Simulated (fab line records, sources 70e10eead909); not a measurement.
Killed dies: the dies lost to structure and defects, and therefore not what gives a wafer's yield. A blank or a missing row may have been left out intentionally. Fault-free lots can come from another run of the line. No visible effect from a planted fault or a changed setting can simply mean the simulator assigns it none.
Which tool did it? + flow nandHarc + 11 lots with 33 wafers sampled at 5 steps, on a route of 1302 steps

== WHAT THE GAUGES SHOWED, per wafer ==
NHARC_END_SORT_01. Usual: killedAtArray 55, standard deviation 17; killedAtOther 1.1, standard deviation 1.4; killedAtPeriphery 3.9, standard deviation 3; killedDies 59, standard deviation 17; killedOpen 3.5, standard deviation 2; killedShort 2.6, standard deviation 1.6.
| lot  | measured     | on        | killedAtArray | killedAtOther | killedAtPeriphery | killedDies  | killedOpen | killedShort | flag |
|------|--------------|-----------|---------------|---------------|-------------------|-------------|------------|-------------|------|
| L344 | day 28 20:35 | prober-02 | 673 673 673   | 0 1 0         | 4 3 4             | 677 677 677 | 1 4 1      | 1 4 3       | OFF  |
| L343 | day 28 20:32 | prober-01 | 673 675 673   | 1 1 2         | 3 1 2             | 677 677 677 | 4 1 3      | 0 2 1       | OFF  |
| L345 | day 29 11:46 | prober-02 | 673 670 672   | 1 1 2         | 3 6 3             | 677 677 677 | 2 6 5      | 4 4 4       | OFF  |

== TOOL THAT RAN EACH LOT (tool first, then ch and the chambers of the sampled wafers, then the start) ==
| lot  | NHARC_A_CONTACT_ETCH_136           | NHARC_A_CONTACT_ETCH_139           | NHARC_A_CONTACT_ETCH_92           | NHARC_A_BLC_ETCH_17               |
|------|------------------------------------|------------------------------------|-----------------------------------|-----------------------------------|
| L334 | harCapEtch-02 ch 0,1, day 23 01:35 | harCapEtch-02 ch 0,1, day 23 02:24 | rieDiel-04 ch 0,1,3, day 23 02:53 | rieDiel-05 ch 1,2, day 23 06:25   |
| L336 | harCapEtch-03 ch 1, day 23 15:14   | harCapEtch-03 ch 1, day 23 16:04   | rieDiel-04 ch 0,1, day 23 16:34   | rieDiel-02 ch 0,2, day 23 20:10   |
| L340 | harCapEtch-02 ch 0,1, day 25 12:34 | harCapEtch-02 ch 0,1, day 25 13:23 | rieDiel-08 ch 0,1,2, day 25 13:54 | rieDiel-05 ch 0,1,2, day 25 17:26 |
| L344 | harCapEtch-01 ch 1, day 26 19:04   | harCapEtch-01 ch 1, day 26 19:53   | rieDiel-04 ch 0,2,3, day 26 20:27 | rieDiel-05 ch 1,2,3, day 27 00:05 |
| L343 | harCapEtch-03 ch 0,1, day 26 20:49 | harCapEtch-03 ch 0,1, day 26 21:37 | rieDiel-04 ch 0,1,2, day 26 22:11 | rieDiel-05 ch 0,3, day 27 01:44   |
| L345 | harCapEtch-03 ch 0,1, day 27 10:26 | harCapEtch-03 ch 0,1, day 27 11:32 | rieDiel-11 ch 1,2,3, day 27 12:05 | rieDiel-05 ch 2,3, day 27 15:40   |
| L347 | harCapEtch-03 ch 0,1, day 28 16:32 | harCapEtch-03 ch 0,1, day 28 17:22 | rieDiel-04 ch 1,3, day 28 17:55   | rieDiel-02 ch 0,1, day 28 21:26   |
| L352 | harCapEtch-02 ch 0,1, day 30 09:45 | harCapEtch-02 ch 0,1, day 30 10:34 | rieDiel-04 ch 0,1,3, day 30 11:08 | rieDiel-02 ch 1,2,3, day 30 14:37 |
| L354 | harCapEtch-02 ch 0,1, day 31 08:21 | harCapEtch-02 ch 0,1, day 31 09:10 | rieDiel-04 ch 0,1,2, day 31 09:44 | rieDiel-05 ch 1,2,3, day 31 13:50 |
| L355 | harCapEtch-03 ch 0, day 31 16:11   | harCapEtch-03 ch 0, day 31 17:00   | rieDiel-08 ch 1,2, day 31 17:32   | rieDiel-05 ch 0,2, day 31 21:30   |
| L356 | harCapEtch-03 ch 0,1, day 31 18:03 | harCapEtch-03 ch 0,1, day 31 18:52 | rieDiel-08 ch 0,1,3, day 31 19:23 | rieDiel-05 ch 0,2,3, day 31 22:55 |
- NHARC_A_CONTACT_ETCH_136: etches the open film in C4F8/O2/Ar, time 311 s, target depth 1912 nm.
- NHARC_A_CONTACT_ETCH_139: etches the open film in C4F8/O2/Ar, time 195 s, target depth 840 nm.
- NHARC_A_CONTACT_ETCH_92: etches the open film in CH3F/O2, target depth 40 nm, time 85.7 s.
- NHARC_A_BLC_ETCH_17: etches the open film in N2/H2, target depth 390 nm, time 609.38 s.

== AS READ BY THE TOOLS THEMSELVES (means over the sampled wafers that have a number; for cases with no such wafer, the mark the record gives instead) ==
NHARC_A_CONTACT_ETCH_136. Usual: chamberPressureMTorr 20.000 mTorr, standard deviation 0.019; oesAirLineAu 0.999 a.u., standard deviation 0.021.
| lot  | tool          | chamberPressureMTorr (mTorr) | oesAirLineAu (a.u.) | flag |
|------|---------------|------------------------------|---------------------|------|
| L334 | harCapEtch-02 | 20.001                       | 0.989               |      |
| L336 | harCapEtch-03 | 20.003                       | 0.983               |      |
| L340 | harCapEtch-02 | 19.994                       | 1.023               |      |
| L344 | harCapEtch-01 | 19.992                       | 1.002               |      |
| L343 | harCapEtch-03 | 19.995                       | 1.015               |      |
| L345 | harCapEtch-03 | 20.004                       | 0.988               |      |
| L347 | harCapEtch-03 | 20.004                       | 0.997               |      |
| L352 | harCapEtch-02 | 19.987                       | 0.979               |      |
| L354 | harCapEtch-02 | 19.989                       | 0.993               |      |
| L355 | harCapEtch-03 | 20.003                       | 0.967               |      |
| L356 | harCapEtch-03 | 19.980                       | 1.004               |      |

NHARC_A_CONTACT_ETCH_139. Usual: chamberPressureMTorr 20.000 mTorr, standard deviation 0.018; oesAirLineAu 1.001 a.u., standard deviation 0.021.
| lot  | tool          | chamberPressureMTorr (mTorr) | oesAirLineAu (a.u.) | flag |
|------|---------------|------------------------------|---------------------|------|
| L334 | harCapEtch-02 | 20.015                       | 1.011               |      |
| L336 | harCapEtch-03 | 20.005                       | 0.999               |      |
| L340 | harCapEtch-02 | 19.988                       | 1.009               |      |
| L344 | harCapEtch-01 | 19.991                       | 0.990               |      |
| L343 | harCapEtch-03 | 19.986                       | 0.995               |      |
| L345 | harCapEtch-03 | 19.993                       | 1.000               |      |
| L347 | harCapEtch-03 | 19.991                       | 1.022               |      |
| L352 | harCapEtch-02 | 20.006                       | 1.003               |      |
| L354 | harCapEtch-02 | 20.026                       | 1.003               |      |
| L355 | harCapEtch-03 | 20.000                       | 1.011               |      |
| L356 | harCapEtch-03 | 20.015                       | 0.977               |      |

NHARC_A_CONTACT_ETCH_92. Usual: biasW 100.00 W, standard deviation 0.29; ch3fFlowSccm 50.03 sccm, standard deviation 0.15; drypumpMotorCurrentA 5.6 A, standard deviation 0.51; o2FlowSccm 29.99 sccm, standard deviation 0.094; oesProductAu 0.95 a.u., standard deviation 0.035; rfFwdPowerW 496.4 W, standard deviation 1.8; rfVppV 244.7 V, standard deviation 2; showerheadPlenumPTorr 2.48 Torr, standard deviation 0.13; throttleValvePct 20.663 %, standard deviation 0.0093.
| lot  | tool       | biasW (W) | ch3fFlowSccm (sccm) | drypumpMotorCurrentA (A) | o2FlowSccm (sccm) | oesProductAu (a.u.) | rfFwdPowerW (W) | rfVppV (V) | showerheadPlenumPTorr (Torr) | throttleValvePct (%) | flag |
|------|------------|-----------|---------------------|--------------------------|-------------------|---------------------|-----------------|------------|------------------------------|----------------------|------|
| L334 | rieDiel-04 | 100.02    | 49.94               | 5.6                      | 29.95             | 0.91                | 497.2           | 244.8      | 2.49                         | 20.659               |      |
| L336 | rieDiel-04 | 100.11    | 50.10               | 5.1                      | 29.98             | 0.99                | 495.6           | 246.5      | 2.59                         | 20.665               |      |
| L340 | rieDiel-08 | 99.86     | 50.01               | 5.6                      | 29.98             | 0.93                | 496.3           | 246.5      | 2.57                         | 20.671               |      |
| L344 | rieDiel-04 | 99.91     | 50.03               | 5.6                      | 29.96             | 0.92                | 495.2           | 244.2      | 2.42                         | 20.668               |      |
| L343 | rieDiel-04 | 99.85     | 50.07               | 5.4                      | 30.03             | 0.92                | 494.9           | 245.2      | 2.52                         | 20.663               |      |
| L345 | rieDiel-11 | 100.18    | 50.06               | 5.7                      | 29.93             | 1.01                | 497.1           | 244.6      | 2.47                         | 20.667               |      |
| L347 | rieDiel-04 | 100.15    | 50.05               | 5.8                      | 30.03             | 0.92                | 496.6           | 244.8      | 2.48                         | 20.669               |      |
| L352 | rieDiel-04 | 99.94     | 49.94               | 5.6                      | 30.08             | 0.93                | 495.7           | 244.4      | 2.48                         | 20.665               |      |
| L354 | rieDiel-04 | 100.05    | 50.05               | 5.4                      | 30.06             | 0.92                | 498.0           | 244.8      | 2.52                         | 20.657               |      |
| L355 | rieDiel-08 | 99.69     | 50.05               | 5.9                      | 30.01             | 1.00                | 496.2           | 245.9      | 2.57                         | 20.654               |      |
| L356 | rieDiel-08 | 99.67     | 50.12               | 5.5                      | 29.94             | 1.00                | 497.3           | 244.7      | 2.51                         | 20.664               |      |

NHARC_A_BLC_ETCH_17. Usual: biasW 150.0 W, standard deviation 0.47; chamberPressureMTorr 30.000 mTorr, standard deviation 0.025; drypumpMotorCurrentA 5.9 A, standard deviation 0.53; oesProductAu 1.000 a.u., standard deviation 0.0064; rfFwdPowerW 399.4 W, standard deviation 1.3; rfVppV 429.6 V, standard deviation 3; showerheadPlenumPTorr 2.00 Torr, standard deviation 0.1; throttleValvePct 14.171 %, standard deviation 0.0096.
| lot  | tool       | biasW (W) | chamberPressureMTorr (mTorr) | drypumpMotorCurrentA (A) | oesProductAu (a.u.) | rfFwdPowerW (W) | rfVppV (V) | showerheadPlenumPTorr (Torr) | throttleValvePct (%) | flag |
|------|------------|-----------|------------------------------|--------------------------|---------------------|-----------------|------------|------------------------------|----------------------|------|
| L334 | rieDiel-05 | 150.2     | 30.011                       | 6.3                      | 0.995               | 399.3           | 428.6      | 1.96                         | 14.166               |      |
| L336 | rieDiel-02 | 150.2     | 29.989                       | 5.1                      | 0.998               | 400.2           | 425.6      | 1.91                         | 14.169               |      |
| L340 | rieDiel-05 | 150.1     | 30.004                       | 6.3                      | 0.998               | 400.0           | 431.1      | 2.05                         | 14.166               |      |
| L344 | rieDiel-05 | -         | -                            | -                        | -                   | -               | -          | -                            | -                    | OFF  |
| L343 | rieDiel-05 | -         | -                            | -                        | -                   | -               | -          | -                            | -                    | OFF  |
| L345 | rieDiel-05 | -         | -                            | -                        | -                   | -               | -          | -                            | -                    | OFF  |
| L347 | rieDiel-02 | 149.3     | 29.976                       | 5.4                      | 1.001               | 399.3           | 428.6      | 1.94                         | 14.174               |      |
| L352 | rieDiel-02 | 150.1     | 29.990                       | 5.8                      | 1.003               | 397.9           | 430.0      | 2.01                         | 14.171               |      |
| L354 | rieDiel-05 | 149.9     | 30.010                       | 6.2                      | 1.003               | 397.7           | 428.1      | 1.96                         | 14.169               |      |
| L355 | rieDiel-05 | 149.7     | 30.005                       | 6.1                      | 0.993               | 400.4           | 430.4      | 2.00                         | 14.176               |      |
| L356 | rieDiel-05 | 150.2     | 29.991                       | 6.0                      | 1.001               | 400.5           | 429.6      | 2.01                         | 14.177               |      |

== THE ANSWER, worked out from the rows above alone ==
Rule: take the mean of a lot's wafers that have a number; if it is more than 3 standard deviations from the usual mean, the lot is off. Also off: a lot with no number at a reading for which 4 or more lots have one. The other lots that the step has rows for count as sound. Order of review: gauges by route order, followed by the tools' own readings, for which a lot's mean as printed above is used. The first step at which some lot is off is used, and at that step the reading that is off furthest; a lot without a number counts as furthest.
Off at NHARC_END_SORT_01 (killedAtArray): L344, L343, L345. Neither off nor sound, because the step has no rows for them: L334, L336, L340, L347, L352, L354, L355, L356.
If a tool, at a process step before that reading, ran all the lots that are off and no sound lot after the first of them, it fits. Not tried: the gauges at NHARC_END_SORT_01; whatever is off there is also off at NHARC_A_BLC_ETCH_17, on other tools, and gauge error can't account for it. One candidate fits, namely rieDiel-05 at NHARC_A_BLC_ETCH_17. It ran no sound lot before its first lot that is off in this sample, so the start can't be narrowed down.

== WHAT THE SIMULATOR PUT IN ==
Beginning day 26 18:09, the whole step at NHARC_A_BLC_ETCH_17 was skipped on rieDiel-05. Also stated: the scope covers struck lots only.
Shown lots that were struck: L343, L344, L345. Same finding as the rule above.
